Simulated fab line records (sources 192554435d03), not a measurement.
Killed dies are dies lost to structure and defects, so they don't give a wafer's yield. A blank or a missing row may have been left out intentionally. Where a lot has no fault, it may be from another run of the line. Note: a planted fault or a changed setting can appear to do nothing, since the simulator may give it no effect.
Shared-tool check | flow n5Finfet | 11 lots, 33 wafers sampled

## WHAT PROMPTED THE OPENING
At N5_PASSIVATION_CD_MEAS_10 the reading cdNm is flagged on 2 of 11 lots. No-fault wafers: 2999.9 nm, standard deviation 1.7.
Rule: a lot is flagged in two cases, either no wafer of it has a number, or all its wafers with numbers fall more than 4 standard deviations from that mean. All remaining lots are regarded as sound.

lot  | measured     | on       | cdNm (nm), wafer by wafer | flag
L209 | day 11 17:34 | cdSem-01 | 2999.7 3000.3 3003.6      | 
L212 | day 12 23:04 | cdSem-03 | 3000.7 3002.1 3000.0      | 
L213 | day 13 05:41 | cdSem-01 | 2978.9 2979.0 2978.9      | FLAGGED
L214 | day 13 10:32 | cdSem-03 | 2999.1 3000.1 2998.9      | 
L218 | day 14 15:53 | cdSem-03 | 2978.2 2980.0 2979.4      | FLAGGED
L225 | day 15 22:15 | cdSem-03 | 3000.4 3000.8 2998.4      | 
L226 | day 16 02:01 | cdSem-02 | 3002.0 3000.7 3001.3      | 
L224 | day 16 06:32 | cdSem-02 | 2999.2 2998.3 2998.8      | 
L228 | day 17 04:14 | cdSem-01 | 3002.0 2999.6 3001.6      | 
L227 | day 17 11:40 | cdSem-03 | 2999.8 2999.9 2998.9      | 
L229 | day 17 13:44 | cdSem-01 | 3001.6 3000.6 2999.3      | 
The mean of the flagged lots' numbers is 2979.1 nm, -20.8 nm from the usual (-12 standard deviations).

## WHICH TOOL EACH LOT WENT THROUGH
The record holds 3 process steps before the reading, out of a route of 1938 steps. Every cell lists first the tool, next ch and the chambers used by the sampled wafers, and last the start.
lot  | flag    | N5_MIM_TOP_ALD_02                          | N5_MIM_TOP_ETCH_STRIP_01          | N5_PASSIVATION_PEB_08
L209 |         | aldHk-02 ch 1,2, day 11 15:22 or earlier   | rieDiel-05 ch 0,1,3, day 11 15:22 | lithoTrack-01 ch 0, day 11 17:26
L212 |         | aldHk-03 ch 1,3, day 12 21:10 or earlier   | rieDiel-01 ch 1,2,3, day 12 21:10 | lithoTrack-02 ch 0, day 12 22:56
L213 | FLAGGED | aldHk-02 ch 0,2,3, day 13 03:40 or earlier | rieDiel-01 ch 2,3, day 13 03:40   | lithoTrack-02 ch 0, day 13 05:34
L214 |         | aldHk-03 ch 0,3, day 13 08:37 or earlier   | rieDiel-03 ch 1,2, day 13 08:37   | lithoTrack-01 ch 0, day 13 10:25
L218 | FLAGGED | aldHk-02 ch 1,2,3, day 14 13:50 or earlier | rieDiel-01 ch 1,2,3, day 14 13:50 | lithoTrack-02 ch 0, day 14 15:46
L225 |         | aldHk-01 ch 1,2, day 15 20:13 or earlier   | rieDiel-03 ch 0,2, day 15 20:13   | lithoTrack-04 ch 0, day 15 22:08
L226 |         | aldHk-02 ch 1,3, day 15 21:53 or earlier   | rieDiel-05 ch 0,2, day 15 21:53   | lithoTrack-01 ch 0, day 16 01:53
L224 |         | aldHk-02 ch 2,3, day 16 04:24 or earlier   | rieDiel-01 ch 1,2, day 16 04:24   | lithoTrack-04 ch 0, day 16 06:25
L228 |         | aldHk-02 ch 0,3, day 17 02:26 or earlier   | rieDiel-05 ch 0,2,3, day 17 02:26 | lithoTrack-04 ch 0, day 17 04:07
L227 |         | aldHk-01 ch 1,2, day 17 09:14 or earlier   | rieDiel-03 ch 0,3, day 17 09:14   | lithoTrack-01 ch 0, day 17 11:33
L229 |         | aldHk-02 ch 0,2,3, day 17 11:46 or earlier | rieDiel-01 ch 0,2,3, day 17 11:46 | lithoTrack-02 ch 0, day 17 13:37
These steps, and what they do:
- N5_MIM_TOP_ALD_02: deposits Al2O3, purge time 3 s, co reactant pulse time 3 s.
- N5_MIM_TOP_ETCH_STRIP_01: strips in O2.
- N5_PASSIVATION_PEB_08
- N5_PASSIVATION_CD_MEAS_10: target cd 3000 nm.

## FLAGGED AGAINST TOTAL, ONE TOOL AT A TIME (gauges that did the reading follow at the end)
step                      | tool          | lots run | flagged | share of the flagged lots | sound lots run after its first flagged lot
N5_MIM_TOP_ALD_02         | aldHk-01      | 2        | 0       | none                      | -
N5_MIM_TOP_ALD_02         | aldHk-02      | 7        | 2       | all                       | 4 (L226,L224,L228,L229)
N5_MIM_TOP_ALD_02         | aldHk-03      | 2        | 0       | none                      | -
N5_MIM_TOP_ETCH_STRIP_01  | rieDiel-01    | 5        | 2       | all                       | 2 (L224,L229)
N5_MIM_TOP_ETCH_STRIP_01  | rieDiel-03    | 3        | 0       | none                      | -
N5_MIM_TOP_ETCH_STRIP_01  | rieDiel-05    | 3        | 0       | none                      | -
N5_PASSIVATION_PEB_08     | lithoTrack-01 | 4        | 0       | none                      | -
N5_PASSIVATION_PEB_08     | lithoTrack-02 | 4        | 2       | all                       | 1 (L229)
N5_PASSIVATION_PEB_08     | lithoTrack-04 | 3        | 0       | none                      | -
N5_PASSIVATION_CD_MEAS_10 | cdSem-01      | 4        | 1       | some                      | 2 (L228,L229)
N5_PASSIVATION_CD_MEAS_10 | cdSem-02      | 2        | 0       | none                      | -
N5_PASSIVATION_CD_MEAS_10 | cdSem-03      | 5        | 1       | some                      | 2 (L225,L227)
N5_MIM_TOP_ALD_02 gives no start for some lots, so the hours and the order of its lots are those of N5_MIM_TOP_ETCH_STRIP_01.

## WHAT IS ALLOWED BY THE TABLE
Every flagged lot was run by 3 rows of the table: aldHk-02 at N5_MIM_TOP_ALD_02, rieDiel-01 at N5_MIM_TOP_ETCH_STRIP_01 and lithoTrack-02 at N5_PASSIVATION_PEB_08.
- aldHk-02 at N5_MIM_TOP_ALD_02: 2 of its 7 lots flagged. Sound lots ran on it after the first flagged one (L226, L224, L228, L229), which a lasting fault on the whole tool wouldn't allow.
- rieDiel-01 at N5_MIM_TOP_ETCH_STRIP_01: 2 of its 5 lots flagged. Sound lots ran on it after the first flagged one (L224, L229), which a lasting fault on the whole tool wouldn't allow.
- lithoTrack-02 at N5_PASSIVATION_PEB_08: 2 of its 4 lots flagged. Sound lots ran on it after the first flagged one (L229), which a lasting fault on the whole tool wouldn't allow.
No row of the table ran every flagged lot and no sound lot after the first.

## WHAT WAS PUT IN BY THE SIMULATOR
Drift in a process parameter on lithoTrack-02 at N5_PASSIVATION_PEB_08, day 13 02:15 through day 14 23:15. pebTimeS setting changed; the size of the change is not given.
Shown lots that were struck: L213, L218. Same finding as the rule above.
